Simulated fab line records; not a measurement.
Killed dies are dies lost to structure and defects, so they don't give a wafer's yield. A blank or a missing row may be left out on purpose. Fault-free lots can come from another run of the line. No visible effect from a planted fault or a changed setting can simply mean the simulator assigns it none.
Chamber matching | flow n5-finfet | 4 sister chambers for N5_FIN_SAQP_SPACER2_ALD_28 on ald-sin-02
The step deposits SiO2, target thk 8.1 nm, pulse time 1 s, purge time 2 s. 4 wafers are shown with their chamber, then 10 later ones without.

== WAFERS PAIRED WITH THEIR CHAMBERS ==
wafer  | chamber | heater-power-w (W)
L081.5 | 3       | 469
L083.2 | 2       | 405
L084.1 | 0       | 387
L084.4 | 1       | 433

== WAFERS WITH NO CHAMBER GIVEN ==
wafer  | heater-power-w (W)
L084.6 | 378
L086.2 | 471
L086.3 | 380
L086.4 | 434
L091.3 | 431
L091.4 | 450
L091.6 | 404
L094.1 | 458
L094.2 | 403
L094.3 | 423

== THE CHAMBER EACH PASSED THROUGH ==
wafer  | from the rows above     | in truth
L084.6 | 0                       | 0
L086.2 | 3                       | 3
L086.3 | 0                       | 0
L086.4 | 1                       | 1
L091.3 | 1                       | 1
L091.4 | can't be placed: 1 or 3 | 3
L091.6 | can't be placed: 2 or 0 | 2
L094.1 | can't be placed: 3 or 1 | 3
L094.2 | can't be placed: 2 or 0 | 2
L094.3 | can't be placed: 1 or 2 | 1
5 of 10 placed correctly. These rows do not allow placing 5 (true chamber among the candidates in 5). 0 placed wrongly.
How it was worked out, from the rows above alone: a wafer's distance from a chamber is the root of the sum, over the readings, of the square of ((its reading less the chamber's mean) divided by the reading's scatter). The wafer belongs to the nearest chamber; if the next one is less than 2 further off, it can't be placed. For every chamber, the mean is computed from those of its wafers that are shown. The scatter (one wafer shown for each chamber): square how far every hidden wafer sits from the nearest shown wafer, average those squares and take the square root.
